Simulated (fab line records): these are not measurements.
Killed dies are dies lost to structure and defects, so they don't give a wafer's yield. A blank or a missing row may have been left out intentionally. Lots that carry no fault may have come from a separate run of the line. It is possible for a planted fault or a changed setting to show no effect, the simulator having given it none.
Which tool is to blame? + flow nand_harc + 33 wafers from 11 lots sampled at 5 of the route's 1302 steps

## WHAT EACH GAUGE READ, for each wafer
NHARC_END_SORT_01.
| lot  | measured     | on        | killed_at_array | killed_at_other | killed_at_periphery | killed_dies | killed_open | killed_short |
|------|--------------|-----------|-----------------|-----------------|---------------------|-------------|-------------|--------------|
| L320 | day 30 08:39 | prober-01 | 41 45 23        | 1 0 0           | 1 1 4               | 43 46 27    | 5 5 1       | 5 2 2        |
| L325 | day 32 23:14 | prober-02 | 67 94 69        | 1 0 1           | 2 1 0               | 70 95 70    | 2 3 2       | 3 3 1        |
| L327 | day 33 04:47 | prober-01 | 40 40 33        | 0 3 1           | 4 1 2               | 44 44 36    | 3 7 4       | 0 0 0        |
| L328 | day 33 07:49 | prober-02 | 96 83 58        | 1 0 0           | 3 5 6               | 100 88 64   | 3 1 4       | 3 5 2        |

## TOOL THAT RAN EACH LOT (tool first, then ch and the chambers of the sampled wafers, then the start)
| lot  | NHARC_A_CHANNEL_FILL_D2_ALD_14   | NHARC_A_CHANNEL_FILL_D2_ALD_15                 | NHARC_A_CHANNEL_FILL_D2_STRIP_28   | NHARC_A_CHANNEL_FILL_D2_ANNEAL_22 |
|------|----------------------------------|------------------------------------------------|------------------------------------|-----------------------------------|
| L308 | ald_hk-02 ch 0,1,2, day 14 17:23 | ald_sin_batch-03 ch 0, day 15 10:35 or earlier | rie_diel-11 ch 1,2,3, day 15 10:35 | furnace-01 ch 0, day 15 19:16     |
| L309 | ald_hk-02 ch 0,1,2, day 14 17:39 | ald_sin_batch-03 ch 0, day 15 10:35 or earlier | rie_diel-09 ch 1,3, day 15 10:35   | furnace-01 ch 0, day 15 19:16     |
| L310 | ald_hk-03 ch 2,3, day 15 05:43   | ald_sin_batch-03 ch 0, day 15 23:06 or earlier | rie_diel-11 ch 0,1,3, day 15 23:06 | furnace-01 ch 0, day 16 06:47     |
| L311 | ald_hk-03 ch 0,1,2, day 15 16:01 | ald_sin_batch-01 ch 0, day 16 09:49 or earlier | rie_diel-09 ch 0,1,3, day 16 09:49 | furnace-01 ch 0, day 16 17:33     |
| L320 | ald_hk-03 ch 0,1,3, day 19 09:51 | ald_sin_batch-01 ch 0, day 20 02:30 or earlier | rie_diel-01 ch 0,3, day 20 02:30   | furnace-05 ch 0, day 20 10:45     |
| L322 | ald_hk-02 ch 0,1,3, day 20 10:20 | ald_sin_batch-02 ch 0, day 21 04:09 or earlier | rie_diel-09 ch 0,2,3, day 21 04:09 | furnace-04 ch 0, day 21 11:24     |
| L325 | ald_hk-02 ch 2,3, day 21 11:41   | ald_sin_batch-02 ch 0, day 22 05:17 or earlier | rie_diel-11 ch 2,3, day 22 05:17   | furnace-04 ch 0, day 22 14:16     |
| L326 | ald_hk-02 ch 0,1,2, day 21 19:45 | ald_sin_batch-02 ch 0, day 22 13:14 or earlier | rie_diel-11 ch 0,3, day 22 13:14   | furnace-01 ch 0, day 22 21:43     |
| L327 | ald_hk-01 ch 0,3, day 22 10:37   | ald_sin_batch-03 ch 0, day 23 03:56 or earlier | rie_diel-09 ch 1,2,3, day 23 03:56 | furnace-05 ch 0, day 23 11:44     |
| L328 | ald_hk-02 ch 0,1,3, day 22 10:38 | ald_sin_batch-03 ch 0, day 23 03:55 or earlier | rie_diel-01 ch 0,1,2, day 23 03:55 | furnace-05 ch 0, day 23 11:44     |
| L329 | ald_hk-02 ch 0,3, day 23 10:36   | ald_sin_batch-03 ch 0, day 24 03:20 or earlier | rie_diel-01 ch 0,1, day 24 03:20   | furnace-04 ch 0, day 24 10:35     |
- NHARC_A_CHANNEL_FILL_D2_ALD_14: deposits SiO2, target thk 2.5 nm, pulse time 10 s, ald cycles 25.
- NHARC_A_CHANNEL_FILL_D2_ALD_15: deposits SiNx, target thk 2 nm, pulse time 60 s, ald cycles 19.
- NHARC_A_CHANNEL_FILL_D2_STRIP_28: strips in O2, time 20 s.
- NHARC_A_CHANNEL_FILL_D2_ANNEAL_22: time 7200 s.

## WHAT THE TOOLS THEMSELVES READ (means of the sampled wafers that have a number; where no wafer has one, the mark that the record gives instead)
NHARC_A_CHANNEL_FILL_D2_ALD_14.
| lot  | tool      | heater_power_w (W) | precursor_pulse_height_rel |
|------|-----------|--------------------|----------------------------|
| L308 | ald_hk-02 | 492                | 0.993                      |
| L309 | ald_hk-02 | 480                | 0.991                      |
| L310 | ald_hk-03 | 487                | 1.007                      |
| L311 | ald_hk-03 | 439                | 1.013                      |
| L320 | ald_hk-03 | 457                | 0.981                      |
| L322 | ald_hk-02 | 470                | 1.004                      |
| L325 | ald_hk-02 | 471                | 1.014                      |
| L326 | ald_hk-02 | 476                | 0.995                      |
| L327 | ald_hk-01 | 458                | 0.994                      |
| L328 | ald_hk-02 | 472                | 1.008                      |
| L329 | ald_hk-02 | 461                | 1.010                      |

NHARC_A_CHANNEL_FILL_D2_ALD_15.
| lot  | tool             | chamber_pressure_Torr (Torr) | precursor_pulse_height_rel |
|------|------------------|------------------------------|----------------------------|
| L308 | ald_sin_batch-03 | 2.001                        | 1.010                      |
| L309 | ald_sin_batch-03 | 2.003                        | 0.993                      |
| L310 | ald_sin_batch-03 | 2.007                        | 0.998                      |
| L311 | ald_sin_batch-01 | 2.002                        | 1.002                      |
| L320 | ald_sin_batch-01 | 2.002                        | 1.018                      |
| L322 | ald_sin_batch-02 | 2.007                        | 1.001                      |
| L325 | ald_sin_batch-02 | 2.000                        | 1.012                      |
| L326 | ald_sin_batch-02 | 1.999                        | 1.000                      |
| L327 | ald_sin_batch-03 | 1.997                        | 0.993                      |
| L328 | ald_sin_batch-03 | 1.998                        | 1.004                      |
| L329 | ald_sin_batch-03 | 1.997                        | 1.004                      |

NHARC_A_CHANNEL_FILL_D2_STRIP_28.
| lot  | tool        | drypump_motor_current_A (A) | oes_product_au (a.u.) | rf_vpp_V (V) | showerhead_plenum_p_Torr (Torr) | throttle_valve_pct (%) |
|------|-------------|-----------------------------|-----------------------|--------------|---------------------------------|------------------------|
| L308 | rie_diel-11 | 5.5                         | 1.007                 | 58.0         | 3.59                            | 17.036                 |
| L309 | rie_diel-09 | 5.1                         | 1.005                 | 57.7         | 3.66                            | 17.027                 |
| L310 | rie_diel-11 | 5.7                         | 1.008                 | 57.5         | 3.62                            | 17.030                 |
| L311 | rie_diel-09 | 5.3                         | 0.994                 | 58.8         | 3.59                            | 17.046                 |
| L320 | rie_diel-01 | 5.5                         | 1.013                 | 57.3         | 3.56                            | 17.036                 |
| L322 | rie_diel-09 | 5.7                         | 1.002                 | 58.0         | 3.51                            | 17.039                 |
| L325 | rie_diel-11 | 5.7                         | 1.008                 | 57.7         | 3.63                            | 17.040                 |
| L326 | rie_diel-11 | 6.0                         | 0.998                 | 57.3         | 3.70                            | 17.031                 |
| L327 | rie_diel-09 | 5.5                         | 0.979                 | 58.0         | 3.58                            | 17.037                 |
| L328 | rie_diel-01 | 5.6                         | 1.006                 | 57.8         | 3.66                            | 17.037                 |
| L329 | rie_diel-01 | 5.3                         | 1.012                 | 58.4         | 3.61                            | 17.044                 |

NHARC_A_CHANNEL_FILL_D2_ANNEAL_22.
| lot  | tool       | spike_tc_bottom_C (C) | spike_tc_centre_C (C) | spike_tc_lower_C (C) | spike_tc_top_C (C) | spike_tc_upper_C (C) | tube_center_temp_C (C) | tube_center_temp_C_max | zone_power_upper_pct (%) |
|------|------------|-----------------------|-----------------------|----------------------|--------------------|----------------------|------------------------|------------------------|--------------------------|
| L308 | furnace-01 | 647.1                 | 620.1                 | 620.0                | 639.9              | 619.3                | 620                    | 621.73                 | 8.4                      |
| L309 | furnace-01 | 646.3                 | 620.9                 | 620.0                | 639.6              | 619.3                | 620                    | 621.53                 | 8.6                      |
| L310 | furnace-01 | 632.4                 | 606.2                 | 606.3                | 626.4              | 604.7                | 606                    | 607.46                 | 8.1                      |
| L311 | furnace-01 | 632.6                 | 606.6                 | 605.8                | 628.3              | 604.8                | 606                    | 607.59                 | 8.1                      |
| L320 | furnace-05 | 643.3                 | 619.8                 | 620.8                | 637.3              | 620.4                | 620                    | 621.46                 | 7.4                      |
| L322 | furnace-04 | 642.7                 | 621.7                 | 620.0                | 640.0              | 620.7                | 620                    | 621.49                 | 8.3                      |
| L325 | furnace-04 | 643.8                 | 619.9                 | 620.3                | 639.3              | 621.8                | 620                    | 621.38                 | 8.3                      |
| L326 | furnace-01 | 646.6                 | 621.0                 | 619.8                | 641.2              | 618.4                | 620                    | 621.80                 | 8.4                      |
| L327 | furnace-05 | 642.9                 | 620.5                 | 620.3                | 637.2              | 620.8                | 620                    | 621.80                 | 7.3                      |
| L328 | furnace-05 | 642.1                 | 620.3                 | 620.6                | 637.0              | 620.6                | 620                    | 621.52                 | 7.3                      |
| L329 | furnace-04 | 641.7                 | 620.0                 | 620.4                | 639.8              | 621.3                | 620                    | 621.41                 | 8.2                      |

## THE ANSWER, worked out from the rows above alone
Rule: the usual values come from the lots themselves. The widest of any qualifying gaps counts: lots, ordered by their means at a reading, are off when they make up no more than a third of the lots, leave a main group of 4 or more, and stand apart from it by 3 or more times the standard deviation of that group's means. A main group whose means are all the same, to the digits that the tables above print for the reading, isn't used. Also off: a lot with no number at a reading for which 4 or more lots have one. All remaining lots with rows at the step are treated as sound. First the gauges in route order, then the tools' own readings, where a lot's mean is used as printed above. The first step at which some lot is off is used, and at that step the reading that is off furthest; a lot without a number counts as furthest.
Off, at NHARC_A_CHANNEL_FILL_D2_ANNEAL_22 on tube_center_temp_C_max: L310, L311. For the main group the mean is 621.57 and the standard deviation 0.15.
A tool fits if, at that step or a process step before it, it ran every lot that is off, and no sound lot after the first of them. NHARC_A_CHANNEL_FILL_D2_ALD_15 gives no start for some lots, so the hours and the order of its lots are those of NHARC_A_CHANNEL_FILL_D2_STRIP_28. No candidate that was tried fits.

## WHAT THE SIMULATOR HAD PUT IN
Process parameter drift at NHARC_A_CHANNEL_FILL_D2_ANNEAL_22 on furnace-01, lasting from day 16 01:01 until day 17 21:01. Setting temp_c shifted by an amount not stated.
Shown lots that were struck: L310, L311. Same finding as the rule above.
